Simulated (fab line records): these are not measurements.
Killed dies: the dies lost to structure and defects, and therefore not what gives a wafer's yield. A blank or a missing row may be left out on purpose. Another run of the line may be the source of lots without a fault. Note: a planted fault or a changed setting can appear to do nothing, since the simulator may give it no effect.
fab line records	flow n5-finfet
[record] lots = 5	wafers = 15	last-day = 21
route steps=1938 shown BEOL_M1@771 BEOL_M4@1111 PASSIVATION@1936
lots that met no fault: taken from a fault-free run of the same line
start-h: hours from the record's first day to the start of the lot's first wafer shown	wait-h: hours elapsed since this lot's preceding step	" unchanged from the row above	L1.1+2: a single row standing in for several wafers	- no value, or no start given	* or withheld: withheld	< > ~ a bound
route shown NAME@n: NAME is a module with steps in the file, n the number in the route of the first one	usual: mean and standard deviation over wafers with no fault	same: alike in all rows	chamber/n: place in a boat	sites: each site's reading	_std_site: how widely they spread, as a standard deviation	_edge_site: the outer-site mean with the inner-site mean subtracted	radius-mm: for every site, how far away it sits from the centre of the wafer	mask NAME#n: copy n	behind: the most recent tool/chamber to have shaped the wafer	hold: why the lot went on hold/how many hours it stayed there/how the hold came to an end	device: the n, p or np transistor that did not switch	end of line: tests run on the same wafers once the route is complete	step lacking rows: just its recipe	killed: dies that structure and defects cost at the first sort, which is not the same as the wafer's yield	map: dies across one wafer; x = killed, . = not, _ = none there
set.NAME: the run value of the setting; set.NAME@STEP: its run value at that earlier step	model.NAME: the simulator's own value behind a step, which no gauge read
a table for each step, a row for each wafer; lots at some steps of the route
services: from which hour (start-h, from the record's first day; less than 0 if before it) a tool's chamber was out of use, for how many hours, and why
[[steps]]
[step N5_BEOL_M1_STRIP_65]
[recipe] chemistry = N2/H2	temp-c = 40	n2-flow-sccm = 200	h2-flow-sccm = 200	rf-frequency-hz = 6e+07
[step N5_BEOL_M1_STRIP_75]
[recipe] chemistry = N2/H2	temp-c = 40	n2-flow-sccm = 200	h2-flow-sccm = 200	rf-frequency-hz = 6e+07
[step N5_BEOL_M1_STRIP_66]
[recipe] chemistry = CF4	resist = SiARC	power-w = 300	bias-power-w = 75	pressure-mtorr = 50	cf4-flow-sccm = 150	rf-frequency-hz = 6e+07
[step N5_BEOL_M1_HM_OPEN_17]
[recipe] chemistry = Cl2/BCl3	target-depth-a = 200	overetch-a = 60	target = TiN	mask-material = SOC	ion-energy-ev = 150	pressure-mtorr = 10	icp-w = 1000	bias-w = 126	Cl2_flow_sccm = 53.25	bcl3-flow-sccm = 21.75	Ar_flow_sccm = 25
[step N5_BEOL_M1_STRIP_19]
[recipe] chemistry = O2	power-w = 400	temp-c = 40	pressure-mtorr = 30	rf-frequency-hz = 6e+07	bias-power-w = 0	overash-fraction = 0.2	o2-flow-sccm = 225
[step N5_BEOL_M1_COAT_67]
[recipe] resist = SOC	temp-c = 250	time-s = 60	spin-rpm = 1500	resist-thk-nm = 60
[step N5_BEOL_M1_COAT_68]
[recipe] resist = SiARC	temp-c = 220	time-s = 60	spin-rpm = 1500	resist-thk-nm = 12
[step N5_BEOL_M1_COAT_76]
[recipe] resist = underlayer	temp-c = 205	time-s = 60	spin-rpm = 1500	resist-thk-nm = 5
[step N5_BEOL_M1_COAT_22]
[recipe] resist = CAR-EUV	spin-rpm = 1500	resist-thk-nm = 30
[step N5_BEOL_M1_EBR_24]
[recipe] solvent = PGMEA	ebr-width-mm = 1.5
[step N5_BEOL_M1_SOFTBAKE_23]
[recipe] temp-c = 110	time-s = 60	resist = CAR-EUV
[step N5_BEOL_M1_EXPOSE_25]
[recipe] mask-id = V0	na = 0.33	source-shape = quasar	sigma-inner = 0.2	sigma-outer = 0.8	polarization = unpolarized	defocus-nm = 5	target-cd-nm = 24	dose-mj = 63
[usual] exposure-dose-mJ-cm2 = 63.01/0.053	stage-msd-nm = 0.83/0.044
lot.wafer	tool	chamber	start-h	wait-h	mask	exposure-dose-mJ-cm2	stage-msd-nm
L894.1	euv-scanner-02	0	160.02	-	V0#0	62.90	0.89
L894.2	"	0	"	"	V0#0	63.08	0.89
L894.6	"	0	"	"	V0#0	62.96	0.89
L898.1	euv-scanner-02	0	185.12	-	V0#0	58.05	0.88
L898.2	"	0	"	"	V0#0	58.15	0.88
L898.3	"	0	"	"	V0#0	58.12	0.88
L899.3	euv-scanner-02	0	188.69	-	V0#0	58.07	0.88
L899.4	"	0	"	"	V0#0	58.07	0.88
L899.5	"	0	"	"	V0#0	57.98	0.88
L901.1	euv-scanner-02	0	204.42	-	V0#0	58.17	0.87
L901.3	"	0	"	"	V0#0	58.15	0.87
L901.5	"	0	"	"	V0#0	58.06	0.88
L908.2	euv-scanner-01	0	234.58	-	V0#0	62.97	0.79
L908.3	"	0	"	"	V0#0	63.11	0.79
L908.4	"	0	"	"	V0#0	62.99	0.79
[step N5_BEOL_M1_PEB_26]
[recipe] peb-temp-c = 100	peb-time-s = 60	resist = CAR-EUV
[step N5_BEOL_M1_DEVELOP_27]
[recipe] develop-time-s = 30	developer = TMAH	resist = CAR-EUV	rinse-liquid = surfactant-rinse	dry = air-spin	dev-temp-c = 23
[step N5_BEOL_M1_CD_MEAS_28]
[recipe] landing-energy-ev = 500	detector = se-inlens	target-cd-y-nm = 23.3
[usual] cd-nm = 23.98/0.22
lot.wafer	tool	chamber	start-h	wait-h	cd-nm
L894.1	cd-sem-01	0	160.17	-	23.61
L894.2	"	0	"	"	23.69
L894.6	"	0	"	"	23.91
L898.1	cd-sem-01	0	185.26	-	22.41
L898.2	"	0	"	"	22.62
L898.3	"	0	"	"	22.57
L899.3	cd-sem-02	0	188.82	-	22.06
L899.4	"	0	"	"	22.18
L899.5	"	0	"	"	22.11
L901.1	cd-sem-03	0	204.56	-	22.40
L901.3	"	0	"	"	22.50
L901.5	"	0	"	"	22.25
L908.2	cd-sem-03	0	234.72	-	23.95
L908.3	"	0	"	"	24.00
L908.4	"	0	"	"	24.08
[step N5_BEOL_M1_DESCUM_33]
[recipe] chemistry = O2	time-s = 7	source-power-w = 50	bias-power-w = 20	pressure-mtorr = 20	rf-frequency-hz = 2.712e+07	temp-c = 40	resist = CAR-EUV	o2-flow-sccm = 225
[step N5_BEOL_M1_ETCH_77]
[recipe] chemistry = N2/H2	target = underlayer	target-depth-a = 65	mask-material = CAR-EUV	time-s = 5.2	ion-energy-ev = 200	pressure-mtorr = 30	source-w = 840	bias-w = 150	n2-flow-sccm = 200	h2-flow-sccm = 200	ends = cleared
[step N5_BEOL_M1_ETCH_69]
[recipe] chemistry = CF4	target = SiARC	target-depth-a = 156	mask-material = CAR-EUV	time-s = 26	ion-energy-ev = 80	pressure-mtorr = 40	source-w = 545	bias-w = 36	Ar_flow_sccm = 100	cf4-flow-sccm = 100	ends = cleared
[step N5_BEOL_M1_ALD_98]
[recipe] material = SiO2	target-thk-a = 25	temp-c = 100	ald-precursor-family = BDEAS	ald-co-reactant = O2-plasma	pulse-time-s = 1	co-reactant-pulse-time-s = 1	purge-time-s = 2	co-reactant-purge-time-s = 2	ald-cycles = 17	pressure-torr = 2
[step N5_BEOL_M1_ETCHBACK_99]
[recipe] chemistry = CHF3	target = SiO2	target-depth-a = 50	time-s = 10.4	source-w = 215	bias-w = 47	Ar_flow_sccm = 200	CHF3_flow_sccm = 12	ion-energy-ev = 100	pressure-mtorr = 30
[step N5_BEOL_M1_ETCH_70]
[recipe] chemistry = N2/H2	target = SOC	target-depth-a = 800	overetch-a = 160	mask-material = SiARC	temp-c = 40	time-s = 120	ion-energy-ev = 200	pressure-mtorr = 30	source-w = 840	bias-w = 150	n2-flow-sccm = 200	h2-flow-sccm = 200
[step N5_BEOL_M1_STRIP_71]
[recipe] chemistry = N2/H2	temp-c = 40	n2-flow-sccm = 200	h2-flow-sccm = 200	rf-frequency-hz = 6e+07
[step N5_BEOL_M1_STRIP_78]
[recipe] chemistry = N2/H2	temp-c = 40	n2-flow-sccm = 200	h2-flow-sccm = 200	rf-frequency-hz = 6e+07
[step N5_BEOL_M1_VIA_ETCH_34]
[recipe] chemistry = C4F6/O2	target-depth-a = 678	mask-material = SOC	pressure-mtorr = 15	ion-energy-ev = 250	taper-deg = 4	time-s = 64.4	source-w = 350	bias-w = 170	Ar_flow_sccm = 300	C4F6_flow_sccm = 10	O2_flow_sccm = 10
[usual] C4F6_flow_sccm = 10.00/0.033	chamber-pressure-mTorr = 14.999/0.015	drypump-motor-current-A = 5.8/0.35	oes-product-au = 0.83/0.088	rf-vpp-V = 661/7.7	showerhead-plenum-p-Torr = 2.84/0.086	throttle-valve-pct = 30.75/0.17
lot.wafer	tool	chamber	start-h	wait-h	C4F6_flow_sccm	chamber-pressure-mTorr	drypump-motor-current-A	oes-product-au	rf-hours-counter-h	rf-vpp-V	showerhead-plenum-p-Torr	throttle-valve-pct	model.BEOL_M1.cd-nm
L894.1	rie-diel-01	3	177.92	0.0	9.98	15.016	6.1	0.91	27	652	2.89	30.58	18.2
L894.2	"	2	"	"	10.01	15.018	5.7	0.81	70	672	2.87	30.95	17.8
L894.6	"	3	"	"	10.00	15.013	6.1	0.91	-	653	2.89	30.60	18.8
L898.1	rie-diel-06	1	192.25	0.0	10.01	14.998	6.3	0.94	15	651	2.80	30.83	16.4
L898.2	"	2	"	"	10.02	14.972	5.5	0.80	110	663	2.87	30.76	16.2
L898.3	"	3	"	"	10.06	15.019	5.8	0.68	236	655	2.69	30.54	16.4
L899.3	rie-diel-06	2	195.16	0.0	9.95	14.988	5.5	0.80	110	663	2.87	30.74	16
L899.4	"	0	"	"	10.00	14.989	6.5	0.77	149	669	2.96	30.68	15.8
L899.5	"	1	"	"	9.99	14.978	6.3	0.93	-	651	2.80	30.82	16
L901.1	rie-diel-01	2	206.63	0.0	9.99	15.015	5.7	0.81	81	672	2.87	30.96	16.2
L901.3	"	1	"	"	9.96	14.964	5.6	0.70	245	659	2.69	30.98	16.6
L901.5	"	1	"	"	10.01	15.025	5.6	0.70	-	658	2.69	30.99	16.6
L908.2	rie-diel-03	1	244.08	0.0	9.96	14.963	5.2	0.69	241	676	2.91	30.45	17.8
L908.3	"	3	"	"	10.01	15.019	6.1	0.79	114	658	2.74	30.51	18
L908.4	"	0	"	"	9.97	14.990	6.0	0.85	58	671	2.78	31.00	18.2
[step N5_BEOL_M1_STRIP_83]
[recipe] chemistry = C4F6/O2	resist = SiARC	rf-frequency-hz = 6e+07
[step N5_BEOL_M1_STRIP_36]
[recipe] chemistry = N2/H2	power-w = 450	temp-c = 40	pressure-mtorr = 20	rf-frequency-hz = 6e+07	overash-fraction = 0.3	bias-power-w = 7	h2-frac = 0.5	n2-flow-sccm = 200	h2-flow-sccm = 200
[step N5_BEOL_M1_TRENCH_ETCH_37]
[recipe] chemistry = C4F6/O2	target-depth-a = 552.07	target = SiOC	time-s = 29	ion-energy-ev = 250	pressure-mtorr = 30	source-w = 355	bias-w = 185	Ar_flow_sccm = 300	C4F6_flow_sccm = 10	O2_flow_sccm = 10
[step N5_BEOL_M1_ETCH_41]
[recipe] chemistry = CH3F/O2	target = SiCN	target-depth-a = 319	taper-deg = 2	time-s = 57.8	ion-energy-ev = 120	mask-material = TiN	pressure-mtorr = 30	source-w = 395	bias-w = 75	Ar_flow_sccm = 150	CH3F_flow_sccm = 30	O2_flow_sccm = 20
[step N5_BEOL_M1_STRIP_97]
[recipe] chemistry = N2/H2	time-s = 10	power-w = 450	temp-c = 40	pressure-mtorr = 20	rf-frequency-hz = 6e+07	bias-power-w = 7	n2-flow-sccm = 200	h2-flow-sccm = 200
[step N5_BEOL_M1_HM_STRIP_39]
[recipe] chemistry = peroxide-tin-strip	material = TiN	target-depth-a = 250	temp-c = 50	time-s = 158
[step N5_BEOL_M1_SRD_40]
[recipe] time-s = 30	temp-c = 23	rinse-liquid = diw	dry = ipa-marangoni
[step N5_BEOL_M1_PRECLEAN_42]
[recipe] chemistry = residue-remover	time-s = 60	temp-c = 40
[step N5_BEOL_M1_SRD_43]
[recipe] time-s = 30	temp-c = 23	rinse-liquid = diw	dry = ipa-marangoni
[step N5_BEOL_M1_DEGAS_44]
[recipe] ambient = vacuum	temp-c = 250	time-s = 60
[step N5_BEOL_M1_PRE_CLEAN_45]
[recipe] gas = H2/He	time-s = 30	temp-c = 250
[step N5_BEOL_M1_ALD_84]
[recipe] material = TaN	target-thk-a = *	temp-c = 275	ald-precursor-family = PDMAT	ald-co-reactant = NH3	pressure-torr = 3	carrier-flow-sccm = 1500	pulse-time-s = 2	purge-time-s = 3	co-reactant-purge-time-s = 2	co-reactant-pulse-time-s = 3	ald-cycles = 30	precursor-vessel-temp-c = 75	precursor-vessel-pressure-torr = 26.25	precursor-vessel-carrier-sccm = 1000
[step N5_BEOL_M1_SURFACE_TREAT_85]
[recipe] gas = Ar	time-s = *	ion-energy-ev = *	ion-current-ma-cm2 = 0.5	pressure-mtorr = *	ar-flow-sccm = 30
[step N5_BEOL_M4_RC_MEAS_101]
[usual] CHAIN_V0 = 233/9	CHAIN_V0_max_site = 242/10	DIBL_N = 36.3/1.1	DIBL_P = 36.3/1.4	IOFF_N = 0.155/0.019	IOFF_P = 0.211/0.027	ION_N = 672/8.5	ION_P = 462/5.8	SS_N = 71.5/0.56	SS_P = 73.3/0.52	VT_N = 249.9/2.5	VT_P = -249.8/2.8
lot.wafer	tool	chamber	start-h	wait-h	CHAIN_V0[ohm/link]	CHAIN_V0_max_site[ohm/link]	DIBL_N[mV/V]	DIBL_P[mV/V]	IOFF_N[nA/um]	IOFF_P[nA/um]	ION_N[uA/um]	ION_P[uA/um]	SS_N[mV/dec]	SS_P[mV/dec]	VT_N[mV]	VT_P[mV]
L894.1	prober-01	0	256.89	0.0	218	226	34.6	33.0	0.116	0.163	660	453	70.9	72.6	253.1	-254.6
L894.2	"	0	"	"	240	250	38.5	37.7	0.177	0.217	671	459	71.1	74.3	247.6	-254.1
L894.6	"	0	"	"	222	229	36.9	36.7	0.152	0.209	665	456	71.6	73.0	250.0	-247.1
L898.1	prober-02	0	322.10	0.0	274	296	36.6	36.0	0.145	0.200	665	456	70.6	73.8	250.4	-251.5
L898.2	"	0	"	"	293	305	37.0	36.2	0.150	0.203	672	461	71.5	73.3	250.7	-250.7
L898.3	"	0	"	"	280	295	38.3	37.2	0.163	0.214	676	461	71.0	73.1	247.3	-252.3
L899.3	prober-01	0	324.41	0.3	272	282	36.5	36.3	0.144	0.179	664	454	71.0	72.9	252.7	-253.3
L899.4	"	0	"	"	289	305	37.4	38.0	0.157	0.202	668	453	71.6	73.4	251.0	-252.1
L899.5	"	0	"	"	284	301	37.2	37.4	0.153	0.197	668	454	72.6	73.4	248.3	-252.3
L901.1	prober-01	0	346.49	0.0	278	292	37.2	38.0	0.160	0.261	667	461	72.4	74.0	251.0	-245.5
L901.3	"	0	"	"	270	276	37.6	37.7	0.167	0.255	670	464	72.8	73.9	249.2	-244.0
L901.5	"	0	"	"	260	273	37.1	35.7	0.153	0.217	664	457	73.1	73.4	250.6	-251.0
L908.2	prober-02	0	390.21	0.2	231	239	37.2	37.6	0.175	0.237	686	467	71.5	73.8	245.8	-248.3
L908.3	"	0	"	"	228	238	36.9	37.1	0.168	0.230	677	466	71.7	73.5	245.2	-246.1
L908.4	"	0	"	"	233	239	36.7	37.0	0.160	0.228	682	471	71.8	73.3	247.4	-247.4
// sites CHAIN_V0 radius-mm=0,75,75,75,75,140,140,140,140
L894.1 226 226 220 215 224 218 215 214 212
L898.1 288 285 296 274 293 259 269 258 271
L899.3 272 282 268 274 278 270 267 266 274
L901.1 278 290 292 281 287 270 270 267 270
L908.2 232 230 231 231 231 239 224 230 226
[step N5_PASSIVATION_PROBE_49]
[usual] defect-limited-yield = 91.4/1.2	killed_at_M0_to_M3 = 34/10	killed_at_M4_up = 14/5.1	killed-at-contacts = 12/6.4	killed-at-front-end = 38/9.3	killed-at-other = 4/3	killed-dies = 102/15	killed-open = 67/12	killed-short = 33/6.9	sort_bin_5_function = 5.0/0.86	sort_bin_6_memory = 3.2/0.58	sort-n-pass = 1078/15	sort-yield-pct = 91.4/1.2
[same] gross-dies = 1180	killed-at-back-side = 0	sort_bin_4_leakage[%] = 0	sort_bin_8_speed[%] = 0
lot.wafer	tool	chamber	start-h	wait-h	defect-limited-yield[%]	killed_at_M0_to_M3	killed_at_M4_up	killed-at-contacts	killed-at-front-end	killed-at-other	killed-dies	killed-open	killed-short	sort_bin_5_function[%]	sort_bin_6_memory[%]	sort-n-pass	sort-yield-pct[%]
L901.1	prober-02	-	468.33	0.7	88.4	60	10	18	47	2	137	86	49	7.5	3.6	1043	88.4
L901.3	prober-02	-	468.43	0.8	90.3	35	17	7	55	1	115	66	46	6.1	3.5	1065	90.3
L901.5	prober-02	-	468.53	0.9	89.3	44	15	18	44	5	126	84	39	6.0	4.1	1054	89.3
// killed by level:class
L901.1 BEOL_M2:geometric-particle:open=19 FIN_SAQP:geometric-particle:short=18 MOL_CONTACT_COAG:geometric-particle:open=16 BEOL_M1:geometric-particle:open=12 FIN_SAQP:geometric-particle:open=11 BEOL_M0_SAQP:geometric-particle:short=9 STI_FIN_REVEAL:geometric-particle:open=6 BEOL_M0_SAQP:geometric-particle:open=5
L901.3 FIN_SAQP:geometric-particle:short=19 STI_FIN_REVEAL:geometric-particle:open=11 BEOL_M2:geometric-particle:open=9 BEOL_M0_SAQP:geometric-particle:short=8 BEOL_M5:geometric-particle:open=7 BEOL_M0_SAQP:geometric-particle:open=7 FIN_SAQP:geometric-particle:open=6 MOL_CONTACT_COAG:geometric-particle:open=6
L901.5 MOL_CONTACT_COAG:geometric-particle:open=16 FIN_SAQP:geometric-particle:open=14 BEOL_M2:geometric-particle:open=12 BEOL_M0_SAQP:geometric-particle:short=10 BEOL_M0_SAQP:geometric-particle:open=10 FIN_SAQP:geometric-particle:short=9 GATE_CUT:geometric-particle:short=5 BEOL_M3:geometric-particle:open=5
[[services]]
tool	chamber	start-h	hours	kind
euv-scanner-01	-	140.52	1.0	pm
euv-scanner-02	-	141.58	1.0	pm
rie-diel-01	2	154.65	6.9	repair
euv-scanner-02	-	167.69	4.9	repair
rie-diel-01	0	189.86	5.1	repair
euv-scanner-01	-	196.21	1.0	pm
euv-scanner-02	-	197.22	1.0	pm
euv-scanner-02	-	206.10	0.5	repair
rie-diel-01	2	208.89	1.8	repair
euv-scanner-02	0	210.62	-	calibration
euv-scanner-01	0	218.06	-	calibration
euv-scanner-02	-	223.33	5.8	pm
rie-diel-01	-	225.35	2.8	pm
rie-diel-01	1	228.66	-	clean
rie-diel-01	1	228.66	-	consumable-replace:focus-ring
rie-diel-01	1	228.66	-	consumable-replace:showerhead
rie-diel-01	1	228.66	18.6	scheduled-down
rie-diel-01	1	228.66	18.6	vent-cycle
euv-scanner-01	-	243.49	4.6	pm
[[key]]
[first-sign] step = N5_BEOL_M1_EXPOSE_25	reading = exposure-dose-mJ-cm2	direction = down	sigmas = 93	usual = 63.01	struck = 58.09
[effect] step = N5_BEOL_M1_CD_MEAS_28	reading = cd-nm	direction = down	sigmas = 7.3	usual = 23.98	struck = 22.34
[effect] step = N5_BEOL_M4_RC_MEAS_101	reading = CHAIN_V0	direction = up	sigmas = 4.9	usual = 233	struck = 278
[effect] step = N5_BEOL_M4_RC_MEAS_101	reading = CHAIN_V0_max_site	direction = up	sigmas = 4.8	usual = 242	struck = 292
[model-effect] step = N5_BEOL_M1_VIA_ETCH_34	value = BEOL_M1.cd-nm	without = 17.84	struck = 16.24
met-at N5_BEOL_M1_EXPOSE_25
struck-wafers L898.1,L898.2,L898.3,L899.3,L899.4,L899.5,L901.1,L901.3,L901.5
rows-end L898.1,L898.2,L898.3,L899.3,L899.4,L899.5
onset-between 160.02 185.12
[fault] kind = process-parameter-drift	tool = euv-scanner-02	chamber = -	onset-h = 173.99	steps = N5_BEOL_M1_EXPOSE_25	channel = dose-mj	offset = -4.9159	shape = step	acts-in = these-recipes-only	stated = 63
// rows-end: these wafers met a further fault down the route, and their rows from its step on are left out
